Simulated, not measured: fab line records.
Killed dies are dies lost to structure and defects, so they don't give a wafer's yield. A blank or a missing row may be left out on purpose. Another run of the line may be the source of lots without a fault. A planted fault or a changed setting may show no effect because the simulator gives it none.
Split-lot study	flow n5Finfet	21 wafers read from 7 lots, route of 1938 steps

## THE SPLIT
At N5_SDB_ETCH_17 (etches SiARC in CF4, target depth 23.4 nm, time 39 s), the setting biasW was moved away from the recipe's 36 W on 6 of the 21 wafers read, by -15.3% to +15.4%. The other wafers ran this setting at the recipe's value.

Reading taken at the split's own step.

## THE READING
rfVppV, in V, at N5_SDB_ETCH_17 (etches SiARC in CF4, target depth 23.4 nm, time 39 s). A value of 183.8 V with a standard deviation of 1.2 V is what fault-free wafers of this fab line usually give.

wafer	tool, chamber at the split	biasW as run, W	against the recipe	rfVppV, V	against lot-mates on the recipe
L074.2	rieDiel-05, 0	36	recipe	184.6	-
L074.3	rieDiel-05, 1	36	recipe	184.9	-
L074.5	rieDiel-05, 1	36	recipe	184.6	-
L078.2	rieDiel-02, 0	36	recipe	184.2	-
L078.4	rieDiel-02, 1	36	recipe	184.5	-
L078.5	rieDiel-02, 1	36	recipe	182.6	-
L082.1	rieDiel-01, 1	36	recipe	185.3	-
L082.3	rieDiel-01, 3	33.73	-6.3%	176.5	-8.5
L082.5	rieDiel-01, 3	36	recipe	184.7	-
L088.3	rieDiel-02, 3	36	recipe	184.3	-
L088.4	rieDiel-02, 2	36	recipe	182.9	-
L088.6	rieDiel-02, 3	36	recipe	184.8	-
L094.1	rieDiel-05, 3	36	recipe	185.9	-
L094.5	rieDiel-05, 1	36	recipe	185.8	-
L094.6	rieDiel-05, 2	34.3	-4.7%	176.8	-9.1
L095.1	rieDiel-01, 0	41.53	+15.4%	200.2	+14.6
L095.2	rieDiel-01, 3	36	recipe	185.6	-
L095.4	rieDiel-01, 2	41.53	+15.4%	200.5	+14.9
L096.4	rieDiel-02, 3	36	recipe	182.7	-
L096.5	rieDiel-02, 0	30.48	-15.3%	163.8	-18.9
L096.6	rieDiel-02, 1	30.48	-15.3%	166.3	-16.4

THE FIT
A straight line over all 21 wafers: rfVppV changes by +1.16 V for each +1% of biasW; r = +0.99; the points scatter about the line by 1.3 V.
The same after taking each lot's own level away (the mean of its wafers on the recipe; 21 wafers): +1.08 V for each +1%; r = +0.99; scatter 1.2 V.
That fit puts the effect of the largest move of biasW on the reading at 17 V.
Measured against the standard deviation above, the lots' own levels, which go from 182.70 to 185.85 V, span 2.6 times it.
The two slopes agree, so the slope changes little with the lot-to-lot level.
Check: +16.7 V against its lot-mates is what the line predicts for one of the wafers moved furthest among these (+15.4%) when that wafer is left out of the fit. Against them it came out at +14.6 V.
Tool readings at the split's step, against how far the setting was moved: rfVppV r = +0.99.

## FURTHER SPLITS ON THESE WAFERS
Before the reading, these wafers also passed through other splits. Each is held against what the fit with the lots' levels taken away leaves over:
other split on the same wafers	wafers away from the commonest value	r with rfVppV (lot level and that fit taken away)
N5_PMOS_HMC_CHANNEL_EPI_ETCH_32 biasW	4	+0.14
N5_FIN_SAQP_SPACER1_ALD_24 aldCycles	7	-0.26
N5_SD_EPI_N_COAT_33 spinRpm	9	+0.00
N5_SD_EPI_N_PEB_07 pebTempC	7	-0.02
N5_SDB_COAT_03 spinRpm	7	+0.25

## THE FILE'S OWN FIT
rfVppV changes by +1.11 V for each +1% of biasW, r = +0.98.
